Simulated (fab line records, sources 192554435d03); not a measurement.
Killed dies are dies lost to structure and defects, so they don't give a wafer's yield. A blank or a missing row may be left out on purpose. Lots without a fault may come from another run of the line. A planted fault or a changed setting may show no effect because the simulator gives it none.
Split-lot experiment | flow n5_finfet | 7 lots, 39 wafers read, on a route of 1938 steps

THE SPLIT
At N5_BEOL_M9_TRENCH_ETCH_37 (etches SiCOH lowk in C4F6/O2, target depth 151.43 nm, time 49 s), the setting target_depth_a was moved away from the recipe's 1514.3 angstrom on 12 of the 39 wafers read, by +42.2% to +57.0%. The other wafers ran this setting at the recipe's value.

FROM THE SPLIT TO THE READING: what the file shows between them, 11 steps
- N5_BEOL_M9_ETCH_41: etches SiCN in CH3F/O2, target depth 36.6 nm, time 70.1 s
- N5_BEOL_M9_STRIP_80: strips in N2/H2, time 10 s
- N5_BEOL_M9_OCD_MEAS_38
- N5_BEOL_M9_HM_STRIP_39: strips TiN in peroxide tin strip, target depth 25 nm, time 158 s
- N5_BEOL_M9_SRD_40: time 30 s
- N5_BEOL_M9_ECD_50: material Cu, target thk 318 nm
- N5_BEOL_M9_ANNEAL_51: time 90 s
- N5_BEOL_M9_CMP_52: polishes, stops on SiCOH lowk, t overpolish 7 s, target thk 140 nm
- N5_BEOL_M9_THK_MEAS_53: measures by xrf
- N5_BEOL_M9_PRE_CLEAN_55: time 15 s
- N5_BEOL_M9_DEP_56: deposits SiCN from 3MS/NH3, target thk 15 nm, time 26.5 s

THE READING
M9_RS, in ohm/sq, at N5_BEOL_M9_RS_MEAS_57 (measures by four-point-probe). Fault-free wafers of this fab line usually give 0.151 ohm/sq, standard deviation 0.0039 ohm/sq.

wafer  | tool, chamber at the split | target_depth_a as run, angstrom | against the recipe | M9_RS, ohm/sq | against lot-mates on the recipe
L076.1 | rie_diel-05, 1             | 1514.3                          | recipe             | 0.152         | -
L076.2 | rie_diel-05, 2             | 1514.3                          | recipe             | 0.149         | -
L076.3 | rie_diel-05, 3             | 1514.3                          | recipe             | 0.153         | -
L076.4 | rie_diel-05, 0             | 1514.3                          | recipe             | 0.154         | -
L076.5 | rie_diel-05, 0             | 1514.3                          | recipe             | 0.158         | -
L076.6 | rie_diel-05, 1             | 1514.3                          | recipe             | 0.149         | -
L079.1 | rie_diel-04, 0             | 2377                            | +57.0%             | 0.088         | -0.058
L079.2 | rie_diel-04, 1             | 1514.3                          | recipe             | 0.148         | -
L079.3 | rie_diel-04, 2             | 2377                            | +57.0%             | 0.088         | -0.058
L079.4 | rie_diel-04, 3             | 1514.3                          | recipe             | 0.144         | -
L079.5 | rie_diel-04, 2             | 2377                            | +57.0%             | 0.088         | -0.058
L079.6 | rie_diel-04, 3             | 1514.3                          | recipe             | 0.146         | -
L083.1 | rie_diel-05, 2             | 1514.3                          | recipe             | 0.149         | -
L083.4 | rie_diel-05, 0             | 1514.3                          | recipe             | 0.157         | -
L083.6 | rie_diel-05, 3             | 1514.3                          | recipe             | 0.152         | -
L084.1 | rie_diel-01, 3             | 1514.3                          | recipe             | 0.155         | -
L084.2 | rie_diel-01, 1             | 1514.3                          | recipe             | 0.153         | -
L084.3 | rie_diel-01, 0             | 1514.3                          | recipe             | 0.152         | -
L084.4 | rie_diel-01, 1             | 2154                            | +42.2%             | 0.102         | -0.051
L084.5 | rie_diel-01, 3             | 2154                            | +42.2%             | 0.102         | -0.051
L084.6 | rie_diel-01, 0             | 2154                            | +42.2%             | 0.101         | -0.052
L091.1 | rie_diel-04, 2             | 1514.3                          | recipe             | 0.145         | -
L091.2 | rie_diel-04, 0             | 1514.3                          | recipe             | 0.144         | -
L091.3 | rie_diel-04, 3             | 1514.3                          | recipe             | 0.146         | -
L091.4 | rie_diel-04, 1             | 1514.3                          | recipe             | 0.146         | -
L091.5 | rie_diel-04, 3             | 1514.3                          | recipe             | 0.144         | -
L091.6 | rie_diel-04, 0             | 1514.3                          | recipe             | 0.145         | -
L094.1 | rie_diel-01, 0             | 1514.3                          | recipe             | 0.148         | -
L094.2 | rie_diel-01, 3             | 2358                            | +55.7%             | 0.091         | -0.059
L094.3 | rie_diel-01, 1             | 2358                            | +55.7%             | 0.091         | -0.059
L094.4 | rie_diel-01, 0             | 2358                            | +55.7%             | 0.090         | -0.060
L094.5 | rie_diel-01, 1             | 1514.3                          | recipe             | 0.149         | -
L094.6 | rie_diel-01, 3             | 1514.3                          | recipe             | 0.152         | -
L096.1 | rie_diel-05, 1             | 2273                            | +50.1%             | 0.095         | -0.056
L096.2 | rie_diel-05, 2             | 1514.3                          | recipe             | 0.149         | -
L096.3 | rie_diel-05, 0             | 2273                            | +50.1%             | 0.097         | -0.054
L096.4 | rie_diel-05, 3             | 2273                            | +50.1%             | 0.093         | -0.058
L096.5 | rie_diel-05, 0             | 1514.3                          | recipe             | 0.157         | -
L096.6 | rie_diel-05, 3             | 1514.3                          | recipe             | 0.146         | -

THE FIT
A straight line over all 39 wafers: M9_RS changes by -0.00109 ohm/sq for each +1% of target_depth_a; r = -0.99; the points scatter about the line by 0.0037 ohm/sq.
The same after taking each lot's own level away (the mean of its wafers on the recipe; 39 wafers): -0.00108 ohm/sq for each +1%; r = -0.99; scatter 0.0031 ohm/sq.
On that fit, the largest move of target_depth_a shifts the reading by 0.062 ohm/sq.
The lots' own levels span 0.1450 to 0.1533 ohm/sq, that is 2.1 times the standard deviation above.
So the lot-to-lot level changes the slope little: the two slopes agree.
Check: with one of the wafers moved furthest among these (+57.0%) left out of the fit, the line predicts -0.0623 ohm/sq for it against its lot-mates. It came out at -0.058 ohm/sq against them.

THE WHOLE CHAIN: every reading that the file lists as answering this split, in the file's order
step                      | what it does                                                       | reading                                                                          | change (the file's fit)                | r (the file's)
N5_BEOL_M9_TRENCH_ETCH_37 | etches SiCOH lowk in C4F6/O2, target depth 151.43 nm, time 49 s    | etch.depth_nm (the simulator's own value, which no gauge read)                   | +1.52 nm for each +1% of the setting   | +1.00
N5_BEOL_M9_TRENCH_ETCH_37 | etches SiCOH lowk in C4F6/O2, target depth 151.43 nm, time 49 s    | BEOL_M9.feature_depth_nm (the simulator's own value, which no gauge read)        | +1.52 nm for each +1% of the setting   | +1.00
N5_BEOL_M9_TRENCH_ETCH_37 | etches SiCOH lowk in C4F6/O2, target depth 151.43 nm, time 49 s    | TiN_of_BEOL_M9_HM_DEP_02.thk_nm (the simulator's own value, which no gauge read) | -0.0427 nm for each +1% of the setting | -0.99
N5_BEOL_M9_OCD_MEAS_38    |                                                                    | trench_depth_nm                                                                  | +1.52 nm for each +1% of the setting   | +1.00
N5_BEOL_M9_CMP_52         | polishes, stops on SiCOH lowk, t overpolish 7 s, target thk 140 nm | Cu_of_BEOL_M9_ECD_50.thk_nm (the simulator's own value, which no gauge read)     | +1.5 nm for each +1% of the setting    | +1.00
N5_BEOL_M9_THK_MEAS_53    | measures by xrf                                                    | M9_THK                                                                           | +1.46 for each +1% of the setting      | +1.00
N5_BEOL_M9_RS_MEAS_57     | measures by four-point-probe                                       | M9_RS                                                                            | -0.00108 for each +1% of the setting   | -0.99

THE FILE'S OWN FIT
M9_RS changes by -0.00108 ohm/sq for each +1% of target_depth_a, r = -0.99.
